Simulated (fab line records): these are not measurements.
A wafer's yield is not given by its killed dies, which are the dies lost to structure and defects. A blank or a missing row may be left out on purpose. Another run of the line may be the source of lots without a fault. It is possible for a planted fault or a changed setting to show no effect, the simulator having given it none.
Chamber matching -- flow n5-finfet -- 3 sister chambers for N5_BEOL_M4_DEP_57 on pecvd-03
The step deposits SiCN from 3MS/NH3, target thk 8 nm, time 14 s. 6 wafers are shown with their chamber, then 7 later ones without.

WAFERS WITH THEIR CHAMBER
wafer,chamber,showerhead-plenum-p-Torr (Torr),throttle-valve-pct (%)
L079.2,0,3.666,8.7
L079.3,1,3.702,9.5
L083.3,1,3.688,9.1
L083.4,2,3.661,8.7
L086.3,2,3.654,8.3
L086.4,0,3.660,8.5

WAFERS WITH NO CHAMBER GIVEN
wafer,showerhead-plenum-p-Torr (Torr),throttle-valve-pct (%)
L086.5,3.653,8.4
L088.1,3.664,8.7
L088.3,3.655,8.5
L088.6,3.663,8.3
L089.1,3.677,8.8
L089.3,3.657,8.6
L089.5,3.663,8.4

EACH ONE'S CHAMBER
wafer,from the rows above,in truth
L086.5,can't be placed: 2 or 0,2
L088.1,can't be placed: 0 or 2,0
L088.3,can't be placed: 2 or 0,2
L088.6,can't be placed: 2 or 0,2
L089.1,can't be placed: 0 or 2 or 1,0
L089.3,can't be placed: 2 or 0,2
L089.5,can't be placed: 0 or 2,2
0 of 7 placed correctly. From these rows, 7 cannot be placed; in 7 the true chamber is one of the candidates. Wrongly placed: 0.
How it was worked out, from the rows above alone: a wafer's distance from a chamber is the root of the sum, over the readings, of the square of ((its reading less the chamber's mean) divided by the reading's scatter). The wafer belongs to the nearest chamber; if the next one is less than 2 further off, it can't be placed. Each chamber's mean is taken over the wafers shown for it. The scatter: take each reading less its chamber's mean, square it, sum over the shown wafers, divide by the number of wafers less the number of chambers, and take the root.
